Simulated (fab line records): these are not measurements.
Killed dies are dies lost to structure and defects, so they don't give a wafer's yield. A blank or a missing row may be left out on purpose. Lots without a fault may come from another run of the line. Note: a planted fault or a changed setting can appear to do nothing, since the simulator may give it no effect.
Struck lot and sound lot, side by side    flow n5_finfet    40 steps out of a route of 1938
Sound: wafers L490.4, L490.5, L490.6. Struck: wafer L480.5. (L480.6 of the same lot was not struck and is left out.) The cause comes at the end.
For every step that has rows: the tool of each side, followed by ch and its chambers, followed by its first start. Under that, the readings that differ: sound wafers    struck wafers    difference of the means    sigmas: that difference in standard deviations of wafers without a fault.
alike: words and numbers the same on both sides, and readings whose means are apart by under 2 such deviations; not compared: readings that were withheld, readings missing a value for some wafer, numbers with overlapping values and no deviation given by the record, and bounds like >300 which may hide the same value.
The two part at a step that has a row with sigmas, a row that says differs or no value, or rows on one side only. Numbers that don't overlap but have no deviation are shown without sigmas and don't part them. Lack of a reading on every wafer of one side parts them only where that side has two or more wafers.

first, 9 steps without rows for these wafers: N5_BEOL_M4_ANNEAL_95 (time 240 s); N5_BEOL_M4_SPUTTER_96 (material Cu, target thk 4.5 nm, time 8.29 s); N5_BEOL_M4_ECD_50 (material Cu, target thk 300 nm); N5_BEOL_M4_ANNEAL_51 (time 90 s); N5_BEOL_M4_CMP_52 (polishes, stops on SiOC, t overpolish 6.8 s, target thk 40 nm); N5_BEOL_M4_PRE_CLEAN_60 (time 15 s); N5_BEOL_M4_CO_CAP_55 (material Co, precursor CCTBA/H2, target thk 2 nm, time 102.1 s); N5_BEOL_M4_PRE_CLEAN_56 (time 15 s); N5_BEOL_M4_DEP_57 (deposits SiCN from 3MS/NH3, target thk 8 nm, time 14 s).
N5_BEOL_M4_RC_MEAS_101:
  sound on prober-02 ch 0, day 15 22:20; struck on prober-02 ch 0, day 13 02:39
reading        sound           struck  difference  sigmas
SS_N (mV/dec)  71.7 71.1 71.4  72.4    +1.0        +2
  alike: DIBL_N, DIBL_P, IOFF_N, IOFF_P, ION_N, ION_P, SS_P, VT_N, VT_P
then, 24 steps without rows for these wafers: N5_BEOL_M5_ILD_DEP_00 (deposits SiCOH lowk from DEMS/porogen, target thk 140.64 nm, time 25.9 s); N5_BEOL_M5_CURE_79 (cures SiCOH lowk, time 240 s); N5_BEOL_M5_PECVD_70 (deposits SiO2 from TEOS/O2, target thk 16 nm, time 18 s); N5_BEOL_M5_HM_DEP_02 (deposits TiN, target thk 20 nm); N5_BEOL_M5_COAT_59 (time 60 s, resist thk 60 nm); N5_BEOL_M5_COAT_60 (time 60 s, resist thk 12 nm); N5_BEOL_M5_COAT_71 (time 60 s, resist thk 5 nm); N5_BEOL_M5_COAT_05 (resist thk 30 nm); N5_BEOL_M5_EBR_07; N5_BEOL_M5_SOFTBAKE_06 (time 60 s); N5_BEOL_M5_EXPOSE_08 (exposes mask M5, target cd 28 nm); N5_BEOL_M5_PEB_09 (peb time 60 s); N5_BEOL_M5_DEVELOP_10 (develop time 30 s); N5_BEOL_M5_DESCUM_16 (chemistry O2, time 7 s); N5_BEOL_M5_ETCH_72 (etches underlayer in N2/H2, target depth 6.5 nm, time 5.2 s); N5_BEOL_M5_ETCH_61 (etches SiARC in CF4, target depth 15.6 nm, time 26 s); N5_BEOL_M5_ETCH_62 (etches SOC in N2/H2, target depth 75 nm, overetch 15 nm, time 112.5 s); N5_BEOL_M5_STRIP_63 (strips in N2/H2); N5_BEOL_M5_STRIP_73 (strips in N2/H2); N5_BEOL_M5_STRIP_64 (strips in CF4); N5_BEOL_M5_HM_OPEN_17 (chemistry Cl2/BCl3, target TiN, target depth 20 nm, overetch 6 nm); N5_BEOL_M5_STRIP_19 (strips in O2); N5_BEOL_M5_COAT_65 (time 60 s, resist thk 60 nm); N5_BEOL_M5_COAT_66 (time 60 s, resist thk 12 nm).
-- record jumps: 2 days separate the struck wafers' starts on either side; left off in module BEOL_M5, taken up again in module BEOL_M11, whose first shown step is the route's number 1554 --
N5_BEOL_M11_ETCH_62: etches SOC in N2/H2, target depth 110 nm, overetch 22 nm, time 165 s.
  sound on rie_diel-05 ch 0,2,3, day 18 04:04; struck on rie_diel-02 ch 3, day 15 13:03
reading                                      sound            struck  difference  sigmas
oes_product_au (a.u.)                        0.71 0.60 0.78   0.49    -0.21       -3
model.etch.depth_nm (nm)                     100.3 100.2 100  69.53   -30.64      
model.SiARC_of_BEOL_M11_COAT_60.thk_nm (nm)  23.6 23.4 23.6   26.6    +3.1        
model.BEOL_M11.cd_offset_nm (nm)             -0.2 -0.2 -0.2   -1      -1          
  alike: drypump_motor_current_A, rf_vpp_V, showerhead_plenum_p_Torr, temp_c, throttle_valve_pct
  not compared: rf_hours_counter_h
N5_BEOL_M11_HM_OPEN_17: chemistry Cl2/BCl3, target TiN, target depth 20 nm, overetch 6 nm.
  sound on rie_metal-02 ch 0,1, day 18 04:17; struck on rie_metal-01 ch 1, day 15 13:14
reading                           sound              struck  difference  sigmas
oes_product_au (a.u.)             0.75 0.76 0.67     0.28    -0.45       -7
throttle_valve_pct (%)            21.85 21.85 22.40  22.50   +0.47       +2
model.BEOL_M11.cd_offset_nm (nm)  -0.4 -0.2 -0.2     -1      -1          
  alike: drypump_motor_current_A, he_backside_leak_sccm
  not compared: rf_hours_counter_h
N5_BEOL_M11_CD_MEAS_18: pitch 140 nm, target cd 70 nm.
  struck on cd_sem-02, day 15 13:31; sound on cd_sem-03, day 18 04:26
  not compared: cd_nm
N5_BEOL_M11_VIA_ETCH_34: etches SiCOH lowk in C4F6/O2, target depth 184.5 nm, time 69.2 s.
  sound on rie_diel-02 ch 0,1, day 18 05:43; struck on rie_diel-02 ch 2, day 15 16:14
reading                      sound           struck  difference  sigmas
drypump_motor_current_A (A)  4.8 5.6 4.8     6.1     +1.0        +3
oes_product_au (a.u.)        0.87 0.70 0.87  0.30    -0.51       -6
  alike: rf_vpp_V, showerhead_plenum_p_Torr, throttle_valve_pct
  not compared: rf_hours_counter_h
N5_BEOL_M11_OCD_MEAS_38:
  struck on ocd-02, day 15 16:30; sound on ocd-02, day 18 06:01
  not compared: trench_depth_nm
N5_PASSIVATION_PROBE_49:
  struck on prober-02, day 17 08:42; sound on prober-02, day 20 07:39
reading                   sound           struck  difference  sigmas
defect_limited_yield (%)  91.4 91.9 90.3  0       -91         -70
killed_at_M4_up           10 21 27        1083    +1064       +99 or more
killed_dies               102 95 115      1180    +1076       +72
killed_on_rim             14 8 16         152     +139        +38
sort_bin_5_function (%)   4.2 4.7 5.8     96.2    +91.3       +99 or more
sort_n_pass               1078 1085 1065  0       -1076       -72
sort_yield_pct (%)        91.4 91.9 90.3  0       -91         -70
  alike: killed_at_M0_to_M3, killed_at_contacts, killed_at_front_end, killed_at_other, killed_open, killed_short, sort_bin_6_memory

WHERE THEY PART
Last at N5_PASSIVATION_PROBE_49 as far as this record goes, first at N5_BEOL_M4_RC_MEAS_101.

WHY: the cause the simulator had injected
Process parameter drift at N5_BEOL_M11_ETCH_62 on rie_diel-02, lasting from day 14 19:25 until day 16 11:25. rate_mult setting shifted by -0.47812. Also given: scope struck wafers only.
